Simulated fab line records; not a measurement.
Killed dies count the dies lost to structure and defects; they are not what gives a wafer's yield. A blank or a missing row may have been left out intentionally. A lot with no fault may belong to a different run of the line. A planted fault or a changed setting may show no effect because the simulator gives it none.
Split-lot study	flow n5Finfet	on a route of 1938 steps: 7 lots, 39 wafers read

## SPLIT DETAILS
At N5_PASSIVATION_ETCH_15 (etches SiCN in CF4/N2, target depth 75 nm, time 81.2 s), the setting targetDepthA was moved away from the recipe's 750 angstrom on 18 of the 39 wafers read, by -59.1% to +31.3%. All remaining wafers had this setting at the recipe value.

Reading taken at the split's own step.

## THE READING
etch.depthNm (the simulator's own value, which no gauge read), in nm, at N5_PASSIVATION_ETCH_15 (etches SiCN in CF4/N2, target depth 75 nm, time 81.2 s). The file does not state a usual value for it. The 21 wafers here that ran the recipe average 65.07 nm, standard deviation 0.91 nm.

wafer	tool, chamber at the split	targetDepthA as run, angstrom	against the recipe	etch.depthNm, nm	against lot-mates on the recipe
L074.1	rieDiel-02, 1	750	recipe	65.1	-
L074.2	rieDiel-02, 0	966.5	+28.9%	86.29	+20.79
L074.3	rieDiel-02, 2	966.5	+28.9%	84.54	+19.04
L074.4	rieDiel-02, 3	966.5	+28.9%	85.3	+19.80
L074.5	rieDiel-02, 1	750	recipe	65.25	-
L074.6	rieDiel-02, 2	750	recipe	66.14	-
L076.1	rieDiel-02, 2	316.4	-57.8%	27.79	-38.24
L076.2	rieDiel-02, 1	316.4	-57.8%	27.63	-38.40
L076.3	rieDiel-02, 0	316.4	-57.8%	28.33	-37.70
L076.4	rieDiel-02, 0	750	recipe	67.56	-
L076.5	rieDiel-02, 2	750	recipe	65.68	-
L076.6	rieDiel-02, 1	750	recipe	64.86	-
L082.1	rieDiel-06, 2	750	recipe	64.3	-
L082.2	rieDiel-06, 1	750	recipe	66.44	-
L082.3	rieDiel-06, 3	306.5	-59.1%	27.06	-37.91
L082.4	rieDiel-06, 0	306.5	-59.1%	26.89	-38.08
L082.5	rieDiel-06, 2	750	recipe	64.17	-
L082.6	rieDiel-06, 3	306.5	-59.1%	26.92	-38.05
L087.1	rieDiel-05, 2	515.7	-31.2%	45.27	-18.89
L087.2	rieDiel-05, 1	750	recipe	63.84	-
L087.3	rieDiel-05, 0	515.7	-31.2%	44.82	-19.34
L087.4	rieDiel-05, 3	515.7	-31.2%	45.57	-18.59
L087.5	rieDiel-05, 0	750	recipe	64.61	-
L087.6	rieDiel-05, 1	750	recipe	64.03	-
L091.1	rieDiel-06, 2	984.7	+31.3%	83.41	+17.94
L091.2	rieDiel-06, 3	750	recipe	65.24	-
L091.3	rieDiel-06, 0	750	recipe	65.57	-
L091.4	rieDiel-06, 0	750	recipe	65.61	-
L091.5	rieDiel-06, 2	984.7	+31.3%	84.23	+18.76
L091.6	rieDiel-06, 3	984.7	+31.3%	85.82	+20.35
L096.1	rieDiel-05, 1	460.5	-38.6%	39.07	-25.57
L096.2	rieDiel-05, 3	750	recipe	65.43	-
L096.3	rieDiel-05, 2	460.5	-38.6%	40.44	-24.20
L096.4	rieDiel-05, 0	750	recipe	64.81	-
L096.5	rieDiel-05, 2	460.5	-38.6%	40.04	-24.60
L096.6	rieDiel-05, 1	750	recipe	63.67	-
L097.2	rieDiel-02, 1	750	recipe	64.39	-
L097.4	rieDiel-02, 3	750	recipe	65.33	-
L097.5	rieDiel-02, 1	750	recipe	64.42	-

FIT RESULTS
A straight line over all 39 wafers: etch.depthNm changes by +0.648 nm for each +1% of targetDepthA; r = +1.00; the points scatter about the line by 0.96 nm.
The same after taking each lot's own level away (the mean of its wafers on the recipe; 39 wafers): +0.645 nm for each +1%; r = +1.00; scatter 0.93 nm.
According to that fit, moving targetDepthA by its largest amount changes the reading by 38 nm.
The lots' own levels span 64.160 to 66.033 nm, that is 2.0 times the standard deviation above.
The two slopes agree, so the slope changes little with the lot-to-lot level.
Check: with one of the wafers moved furthest among these (-59.1%) left out of the fit, the line predicts -38.1 nm for it against its lot-mates. Against them it came out at -37.9 nm.

## THESE WAFERS: OTHER SPLITS
Other splits were also applied to these wafers ahead of the reading. Each is held against what the fit with the lots' levels taken away leaves over:
other split on the same wafers	wafers away from the commonest value	r with etch.depthNm (lot level and that fit taken away)
N5_ZERO_LAYER_DEVELOP_10 developTimeS	18	-0.08
N5_FIN_SAQP_PECVD_47 timeS	12	+0.08
N5_HKMG_FIN_ALD_75 targetThkA	12	-0.13
N5_MOL_CONTACT_COAG_ALD_27 aldCycles	12	-0.05
N5_BEOL_M6_VIA_ETCH_34 timeS	15	-0.02
N5_BEOL_M8_DESCUM_16 timeS	9	-0.02
N5_BEOL_M8_DEP_56 targetThkA	12	+0.25
N5_BEOL_M13_ETCH_68 timeS	9	-0.02

## FILE'S OWN FIT
etch.depthNm changes by +0.645 nm for each +1% of targetDepthA, r = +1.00.
